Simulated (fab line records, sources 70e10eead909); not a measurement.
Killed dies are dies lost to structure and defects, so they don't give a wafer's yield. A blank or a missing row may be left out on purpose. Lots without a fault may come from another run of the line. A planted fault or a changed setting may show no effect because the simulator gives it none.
Chamber matching | flow nand_harc | NHARC_A_STAIRCASE_DESCUM_291 on rie_diel-12: 4 sister chambers
The step chemistry O2, time 3 s. 4 wafers are shown with their chamber, then 8 later ones without.

WAFERS WITH THEIR CHAMBER
wafer  | chamber | drypump_motor_current_A (A)
L076.6 | 2       | 5.65
L085.4 | 1       | 5.84
L090.2 | 0       | 5.69
L092.1 | 3       | 5.87

WAFERS WITHOUT THEIR CHAMBER
wafer  | drypump_motor_current_A (A)
L092.2 | 5.86
L092.3 | 5.69
L094.3 | 5.70
L094.4 | 5.71
L094.5 | 5.66
L095.2 | 5.85
L095.4 | 5.66
L095.6 | 5.85

WHICH CHAMBER EACH WENT THROUGH
wafer  | from the rows above     | in truth
L092.2 | can't be placed: 3 or 1 | 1
L092.3 | 0                       | 0
L094.3 | 0                       | 0
L094.4 | 0                       | 0
L094.5 | can't be placed: 2 or 0 | 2
L095.2 | can't be placed: 1 or 3 | 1
L095.4 | can't be placed: 2 or 0 | 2
L095.6 | can't be placed: 1 or 3 | 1
Placed correctly: 3 of 8. Can't be placed from these rows: 5 (the true chamber is among the candidates in 5). Placed wrongly: 0.
How it was worked out, from the rows above alone: a wafer's distance from a chamber is the root of the sum, over the readings, of the square of ((its reading less the chamber's mean) divided by the reading's scatter). The wafer belongs to the nearest chamber; if the next one is less than 2 further off, it can't be placed. A chamber's mean is the mean of its shown wafers. The scatter: with one shown wafer a chamber, the root of the mean of the squares of how far each hidden wafer lies from its nearest shown one.
